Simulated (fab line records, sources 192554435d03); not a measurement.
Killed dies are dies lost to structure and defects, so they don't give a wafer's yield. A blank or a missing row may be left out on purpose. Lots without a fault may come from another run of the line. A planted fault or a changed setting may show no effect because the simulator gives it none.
A struck lot beside a sound one | flow n5_finfet | 14 steps out of a route of 1938
Sound: wafers L635.3, L635.4, L635.6. Struck: wafers L629.2, L629.3, L629.5. The cause comes at the end.
At each step with rows: each side's tool, then ch and its chambers, then its first start. Under that, the readings that differ: sound wafers | struck wafers | difference of the means | sigmas: that difference in standard deviations of wafers without a fault.
alike: readings whose means differ by less than 2 such deviations, and words and numbers that are the same on both sides. not compared: withheld readings, readings that some wafer has no value for, bounds like >300 that may hide the same value, and numbers for which the record gives no deviation and whose values overlap.
The two part at a step that has a row with sigmas, a row that says differs or no value, or rows on one side only. Numbers that don't overlap but have no deviation are shown without sigmas and don't part them. A reading that every wafer of one side lacks parts them only if that side has two wafers or more.

N5_BEOL_M2_INSPECT_59: inspects for defects (darkfield).
  sound on defect_inspect-01, day 13 07:43; struck on defect_inspect-01, day 11 19:50
  alike: raw_defect_count
N5_BEOL_M3_ILD_DEP_00: deposits SiOC from DEMS/O2, target thk 79 nm, time 15.3 s.
  sound on pecvd-04 ch 1,2, day 13 07:45; struck on pecvd-02 ch 0,1,2, day 11 19:52
  alike: chamber_pressure_Torr, heater_power_w, showerhead_plenum_p_Torr, throttle_valve_pct
N5_BEOL_M3_THK_MEAS_01:
  sound on film_metro-01, day 13 07:49; struck on film_metro-02, day 11 19:56
  alike: M3_ILD_THK
N5_BEOL_M3_PECVD_72: deposits SiO2 from TEOS/O2, target thk 16 nm, time 18 s.
  sound on pecvd-04 ch 0,1,2, day 13 07:51; struck on pecvd-03 ch 0,1,2, day 11 19:58
  alike: chamber_pressure_Torr, heater_power_w, showerhead_plenum_p_Torr, throttle_valve_pct
N5_BEOL_M3_HM_DEP_02: deposits TiN, target thk 20 nm.
  sound on pvd_sputter-03, day 13 09:01; struck on pvd_sputter-03, day 11 21:11
  alike: throttle_valve_pct
then, 7 steps without rows for these wafers: N5_BEOL_M3_COAT_61 (time 60 s, resist thk 60 nm); N5_BEOL_M3_COAT_62 (time 60 s, resist thk 12 nm); N5_BEOL_M3_COAT_73 (time 60 s, resist thk 5 nm); N5_BEOL_M3_COAT_05 (resist thk 30 nm); N5_BEOL_M3_EBR_07; N5_BEOL_M3_SOFTBAKE_06 (time 60 s); N5_BEOL_M3_EXPOSE_08 (exposes mask M3).
N5_BEOL_M3_PEB_09: peb time 60 s.
  sound on litho_track-03 ch 0, day 13 09:20; struck on litho_track-03, day 11 21:31
  no value came back on the struck wafers for chill_plate_temp_C (C), exhaust_pa (Pa), resist_line_temp_C (C); on the sound wafers chill_plate_temp_C (C) reads 23.03 22.96 23.03
then, 1 step without rows for these wafers: N5_BEOL_M3_DEVELOP_10 (develop time 30 s).

WHERE THEY PART
Only at N5_BEOL_M3_PEB_09, within this record.

WHY: what the simulator had put in
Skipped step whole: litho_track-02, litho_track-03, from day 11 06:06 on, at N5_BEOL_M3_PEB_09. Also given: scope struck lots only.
